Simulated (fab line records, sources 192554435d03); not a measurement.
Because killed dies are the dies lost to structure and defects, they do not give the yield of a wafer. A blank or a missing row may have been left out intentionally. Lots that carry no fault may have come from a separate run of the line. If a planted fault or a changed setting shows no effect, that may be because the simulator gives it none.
Which tool was responsible? :: flow n5 finfet :: 10 lots, 29 wafers sampled, at 5 steps of a route of 1938

WHAT EACH GAUGE READ, for each wafer
Not one reading of a measure or inspect step in the record can be checked against a usual standard deviation.

WHICH TOOL RAN EACH LOT (tool, then ch and the chambers of the sampled wafers, then the start)
lot: L274
N5_BEOL_M8_STRIP_19: rie diel-06 ch 1,2,3, day 9 08:22
N5_BEOL_M8_ETCH_66: rie diel-06 ch 1,2, day 9 10:18
N5_BEOL_M8_STRIP_36: rie diel-06 ch 1,2, day 9 10:27
N5_BEOL_M8_ETCH_41: rie diel-06 ch 1,2, day 9 10:31
N5_PASSIVATION_PROBE_49: -

lot: L273
N5_BEOL_M8_STRIP_19: rie diel-06 ch 1,3, day 9 21:45
N5_BEOL_M8_ETCH_66: rie diel-06 ch 1,2,3, day 9 23:40
N5_BEOL_M8_STRIP_36: rie diel-06 ch 1,2,3, day 9 23:49
N5_BEOL_M8_ETCH_41: rie diel-06 ch 1,2,3, day 9 23:53
N5_PASSIVATION_PROBE_49: -

lot: L278
N5_BEOL_M8_STRIP_19: rie diel-04 ch 0,3, day 10 21:14
N5_BEOL_M8_ETCH_66: rie diel-06 ch 0,3, day 11 01:14
N5_BEOL_M8_STRIP_36: rie diel-06 ch 0,3, day 11 01:23
N5_BEOL_M8_ETCH_41: rie diel-06 ch 0,3, day 11 01:28
N5_PASSIVATION_PROBE_49: -

lot: L284
N5_BEOL_M8_STRIP_19: rie diel-04 ch 0,1,3, day 12 09:48
N5_BEOL_M8_ETCH_66: rie diel-05 ch 0,1,2, day 12 10:30
N5_BEOL_M8_STRIP_36: rie diel-05 ch 0,1,2, day 12 10:40
N5_BEOL_M8_ETCH_41: rie diel-05 ch 0,1,2, day 12 10:44
N5_PASSIVATION_PROBE_49: prober-02, day 15 08:38

lot: L288
N5_BEOL_M8_STRIP_19: rie diel-04 ch 1,2,3, day 12 23:59
N5_BEOL_M8_ETCH_66: rie diel-05 ch 0,1,2, day 13 00:34
N5_BEOL_M8_STRIP_36: rie diel-05 ch 0,1,2, day 13 00:44
N5_BEOL_M8_ETCH_41: rie diel-05 ch 0,1,2, day 13 00:48
N5_PASSIVATION_PROBE_49: -

lot: L289
N5_BEOL_M8_STRIP_19: rie diel-05 ch 0,2, day 13 05:29
N5_BEOL_M8_ETCH_66: rie diel-04 ch 0,2,3, day 13 06:27
N5_BEOL_M8_STRIP_36: rie diel-04 ch 0,2,3, day 13 06:36
N5_BEOL_M8_ETCH_41: rie diel-04 ch 0,2,3, day 13 06:40
N5_PASSIVATION_PROBE_49: -

lot: L291
N5_BEOL_M8_STRIP_19: rie diel-04 ch 0,1, day 14 05:04
N5_BEOL_M8_ETCH_66: rie diel-06 ch 2,3, day 14 06:17
N5_BEOL_M8_STRIP_36: rie diel-06 ch 2,3, day 14 06:31
N5_BEOL_M8_ETCH_41: rie diel-06 ch 2,3, day 14 06:37
N5_PASSIVATION_PROBE_49: -

lot: L293
N5_BEOL_M8_STRIP_19: rie diel-05 ch 0,2, day 14 14:24
N5_BEOL_M8_ETCH_66: rie diel-06 ch 0,2,3, day 14 16:41
N5_BEOL_M8_STRIP_36: rie diel-06 ch 0,2,3, day 14 16:51
N5_BEOL_M8_ETCH_41: rie diel-06 ch 0,2,3, day 14 16:55
N5_PASSIVATION_PROBE_49: -

lot: L294
N5_BEOL_M8_STRIP_19: rie diel-04 ch 0,2,3, day 14 19:52
N5_BEOL_M8_ETCH_66: rie diel-05 ch 0,1,2, day 14 20:46
N5_BEOL_M8_STRIP_36: rie diel-05 ch 0,1,2, day 14 20:55
N5_BEOL_M8_ETCH_41: rie diel-05 ch 0,1,2, day 14 20:59
N5_PASSIVATION_PROBE_49: -

lot: L295
N5_BEOL_M8_STRIP_19: rie diel-05 ch 0,1, day 14 19:53
N5_BEOL_M8_ETCH_66: rie diel-06 ch 0,3, day 14 22:23
N5_BEOL_M8_STRIP_36: rie diel-06 ch 0,3, day 14 22:31
N5_BEOL_M8_ETCH_41: rie diel-06 ch 0,3, day 14 22:36
N5_PASSIVATION_PROBE_49: -
- N5_BEOL_M8_STRIP_19: strips in O2.
- N5_BEOL_M8_ETCH_66: etches SOC in N2/H2, target depth 80 nm, overetch 16 nm, time 120 s.
- N5_BEOL_M8_STRIP_36: strips in N2/H2.
- N5_BEOL_M8_ETCH_41: etches SiCN in CH3F/O2, target depth 31.9 nm, time 57.8 s.
- N5_PASSIVATION_PROBE_49

WHAT THE TOOLS THEMSELVES READ (means of the sampled wafers that have a number; where no wafer has one, the mark that the record gives instead)
N5_BEOL_M8_STRIP_19.
lot: L274
tool: rie diel-06
drypump motor current A (A): 5.2
oes product au (a.u.): 0.76
rf vpp V (V): 3.7
showerhead plenum p Torr (Torr): 2.13
throttle valve pct (%): 16.65

lot: L273
tool: rie diel-06
drypump motor current A (A): 5.5
oes product au (a.u.): 0.77
rf vpp V (V): 3.3
showerhead plenum p Torr (Torr): 2.09
throttle valve pct (%): 16.71

lot: L278
tool: rie diel-04
drypump motor current A (A): 6.4
oes product au (a.u.): 0.74
rf vpp V (V): 3.8
showerhead plenum p Torr (Torr): 2.05
throttle valve pct (%): 16.83

lot: L284
tool: rie diel-04
drypump motor current A (A): 6.3
oes product au (a.u.): 0.80
rf vpp V (V): 3.4
showerhead plenum p Torr (Torr): 2.10
throttle valve pct (%): 16.86

lot: L288
tool: rie diel-04
drypump motor current A (A): 5.9
oes product au (a.u.): 0.85
rf vpp V (V): 3.7
showerhead plenum p Torr (Torr): 2.06
throttle valve pct (%): 16.80

lot: L289
tool: rie diel-05
drypump motor current A (A): 5.1
oes product au (a.u.): 0.84
rf vpp V (V): 3.6
showerhead plenum p Torr (Torr): 2.16
throttle valve pct (%): 16.51

lot: L291
tool: rie diel-04
drypump motor current A (A): 6.2
oes product au (a.u.): 0.83
rf vpp V (V): 3.4
showerhead plenum p Torr (Torr): 2.15
throttle valve pct (%): 16.87

lot: L293
tool: rie diel-05
drypump motor current A (A): 5.1
oes product au (a.u.): 0.83
rf vpp V (V): 4.3
showerhead plenum p Torr (Torr): 2.15
throttle valve pct (%): 16.52

lot: L294
tool: rie diel-04
drypump motor current A (A): 6.2
oes product au (a.u.): 0.76
rf vpp V (V): 3.8
showerhead plenum p Torr (Torr): 2.05
throttle valve pct (%): 16.74

lot: L295
tool: rie diel-05
drypump motor current A (A): 5.0
oes product au (a.u.): 0.85
rf vpp V (V): 3.0
showerhead plenum p Torr (Torr): 2.22
throttle valve pct (%): 16.70

N5_BEOL_M8_ETCH_66.
lot: L274
tool: rie diel-06
drypump motor current A (A): 4.9
oes product au (a.u.): 0.56
rf vpp V (V): 523.5
showerhead plenum p Torr (Torr): 2.56
throttle valve pct (%): 17.82

lot: L273
tool: rie diel-06
drypump motor current A (A): 5.3
oes product au (a.u.): 0.58
rf vpp V (V): 524.9
showerhead plenum p Torr (Torr): 2.58
throttle valve pct (%): 17.80

lot: L278
tool: rie diel-06
drypump motor current A (A): 6.0
oes product au (a.u.): 0.64
rf vpp V (V): 523.5
showerhead plenum p Torr (Torr): 2.54
throttle valve pct (%): 17.82

lot: L284
tool: rie diel-05
drypump motor current A (A): 5.1
oes product au (a.u.): 0.66
rf vpp V (V): 527.0
showerhead plenum p Torr (Torr): 2.66
throttle valve pct (%): 17.73

lot: L288
tool: rie diel-05
drypump motor current A (A): 5.1
oes product au (a.u.): 0.66
rf vpp V (V): 527.3
showerhead plenum p Torr (Torr): 2.65
throttle valve pct (%): 17.74

lot: L289
tool: rie diel-04
drypump motor current A (A): 6.2
oes product au (a.u.): 0.60
rf vpp V (V): 522.9
showerhead plenum p Torr (Torr): 2.51
throttle valve pct (%): 17.94

lot: L291
tool: rie diel-06
drypump motor current A (A): 5.6
oes product au (a.u.): 0.57
rf vpp V (V): 524.9
showerhead plenum p Torr (Torr): 2.59
throttle valve pct (%): 17.82

lot: L293
tool: rie diel-06
drypump motor current A (A): 5.8
oes product au (a.u.): 0.61
rf vpp V (V): 524.0
showerhead plenum p Torr (Torr): 2.57
throttle valve pct (%): 17.84

lot: L294
tool: rie diel-05
drypump motor current A (A): 5.1
oes product au (a.u.): 0.64
rf vpp V (V): 526.6
showerhead plenum p Torr (Torr): 2.65
throttle valve pct (%): 17.78

lot: L295
tool: rie diel-06
drypump motor current A (A): 6.1
oes product au (a.u.): 0.63
rf vpp V (V): 523.9
showerhead plenum p Torr (Torr): 2.52
throttle valve pct (%): 17.88

N5_BEOL_M8_STRIP_36.
lot: L274
tool: rie diel-06
drypump motor current A (A): 4.9
oes product au (a.u.): 0.72
rf vpp V (V): 58.4
showerhead plenum p Torr (Torr): 2.56
throttle valve pct (%): 23.59

lot: L273
tool: rie diel-06
drypump motor current A (A): 5.3
oes product au (a.u.): 0.76
rf vpp V (V): 59.8
showerhead plenum p Torr (Torr): 2.58
throttle valve pct (%): 23.58

lot: L278
tool: rie diel-06
drypump motor current A (A): 6.0
oes product au (a.u.): 0.85
rf vpp V (V): 59.0
showerhead plenum p Torr (Torr): 2.54
throttle valve pct (%): 23.60

lot: L284
tool: rie diel-05
drypump motor current A (A): 5.1
oes product au (a.u.): 0.87
rf vpp V (V): 58.2
showerhead plenum p Torr (Torr): 2.65
throttle valve pct (%): 23.63

lot: L288
tool: rie diel-05
drypump motor current A (A): 5.1
oes product au (a.u.): 0.87
rf vpp V (V): 58.9
showerhead plenum p Torr (Torr): 2.65
throttle valve pct (%): 23.65

lot: L289
tool: rie diel-04
drypump motor current A (A): 6.2
oes product au (a.u.): 0.78
rf vpp V (V): 58.7
showerhead plenum p Torr (Torr): 2.50
throttle valve pct (%): 23.79

lot: L291
tool: rie diel-06
drypump motor current A (A): 5.6
oes product au (a.u.): 0.75
rf vpp V (V): 59.9
showerhead plenum p Torr (Torr): 2.58
throttle valve pct (%): 23.64

lot: L293
tool: rie diel-06
drypump motor current A (A): 5.7
oes product au (a.u.): 0.80
rf vpp V (V): 58.4
showerhead plenum p Torr (Torr): 2.56
throttle valve pct (%): 23.68

lot: L294
tool: rie diel-05
drypump motor current A (A): 5.1
oes product au (a.u.): 0.84
rf vpp V (V): 59.2
showerhead plenum p Torr (Torr): 2.64
throttle valve pct (%): 23.69

lot: L295
tool: rie diel-06
drypump motor current A (A): 6.0
oes product au (a.u.): 0.83
rf vpp V (V): 59.2
showerhead plenum p Torr (Torr): 2.52
throttle valve pct (%): 23.69

N5_BEOL_M8_ETCH_41.
lot: L274
tool: rie diel-06
O2_flow_sccm (sccm): 20.08
drypump motor current A (A): 4.9
oes product au (a.u.): 0.72
rf vpp V (V): 297.1
showerhead plenum p Torr (Torr): 2.02
throttle valve pct (%): 16.37

lot: L273
tool: rie diel-06
O2_flow_sccm (sccm): 19.95
drypump motor current A (A): 5.3
oes product au (a.u.): 0.75
rf vpp V (V): 297.8
showerhead plenum p Torr (Torr): 2.03
throttle valve pct (%): 16.30

lot: L278
tool: rie diel-06
O2_flow_sccm (sccm): 20.03
drypump motor current A (A): 6.0
oes product au (a.u.): 0.98
rf vpp V (V): 297.8
showerhead plenum p Torr (Torr): 1.98
throttle valve pct (%): 16.27

lot: L284
tool: rie diel-05
O2_flow_sccm (sccm): 19.97
drypump motor current A (A): 5.1
oes product au (a.u.): 0.89
rf vpp V (V): 299.2
showerhead plenum p Torr (Torr): 2.08
throttle valve pct (%): 16.17

lot: L288
tool: rie diel-05
O2_flow_sccm (sccm): 20.05
drypump motor current A (A): 5.1
oes product au (a.u.): 0.88
rf vpp V (V): 298.7
showerhead plenum p Torr (Torr): 2.08
throttle valve pct (%): 16.17

lot: L289
tool: rie diel-04
O2_flow_sccm (sccm): 20.03
drypump motor current A (A): 6.2
oes product au (a.u.): 0.77
rf vpp V (V): 296.5
showerhead plenum p Torr (Torr): 1.97
throttle valve pct (%): 16.42

lot: L291
tool: rie diel-06
O2_flow_sccm (sccm): 20.03
drypump motor current A (A): 5.6
oes product au (a.u.): 0.74
rf vpp V (V): 298.0
showerhead plenum p Torr (Torr): 2.03
throttle valve pct (%): 16.32

lot: L293
tool: rie diel-06
O2_flow_sccm (sccm): 20.03
drypump motor current A (A): 5.7
oes product au (a.u.): 0.79
rf vpp V (V): 298.2
showerhead plenum p Torr (Torr): 2.01
throttle valve pct (%): 16.30

lot: L294
tool: rie diel-05
O2_flow_sccm (sccm): 20.01
drypump motor current A (A): 5.1
oes product au (a.u.): 0.85
rf vpp V (V): 299.5
showerhead plenum p Torr (Torr): 2.07
throttle valve pct (%): 16.21

lot: L295
tool: rie diel-06
O2_flow_sccm (sccm): 19.98
drypump motor current A (A): 6.1
oes product au (a.u.): 0.81
rf vpp V (V): 297.3
showerhead plenum p Torr (Torr): 1.96
throttle valve pct (%): 16.31

N5_PASSIVATION_PROBE_49.
lot: L284
tool: prober-02
defect limited yield (%): 91.4
killed_at_M0_to_M3: 36
killed_at_M4_up: 17
killed at contacts: 6
killed at front end: 39
killed at other: 4
killed dies: 102
killed open: 58
killed short: 43
sort_bin_5_function (%): 4.9
sort_bin_6_memory (%): 3.4
sort_bin_8_speed (%): 0.0
sort n pass: 1078
sort yield pct (%): 91.4

THE ANSWER, worked out from the rows above alone
Rule: usual is defined by the lots themselves. The widest of any qualifying gaps counts: lots, ordered by their means at a reading, are off when they make up no more than a third of the lots, leave a main group of 4 or more, and stand apart from it by 3 or more times the standard deviation of that group's means. If all means in a main group match to the digits the tables above print for the reading, that group is not used. Also off: a lot with no number at a reading for which 4 or more lots have one. The other lots that the step has rows for count as sound. First the gauges in route order, then the tools' own readings, where a lot's mean is used as printed above. The first step at which some lot is off is used, and at that step the reading that is off furthest; a lot without a number counts as furthest.
No lot is off at any reading shown: from this, nothing can be told.

WHAT WAS PUT IN BY THE SIMULATOR
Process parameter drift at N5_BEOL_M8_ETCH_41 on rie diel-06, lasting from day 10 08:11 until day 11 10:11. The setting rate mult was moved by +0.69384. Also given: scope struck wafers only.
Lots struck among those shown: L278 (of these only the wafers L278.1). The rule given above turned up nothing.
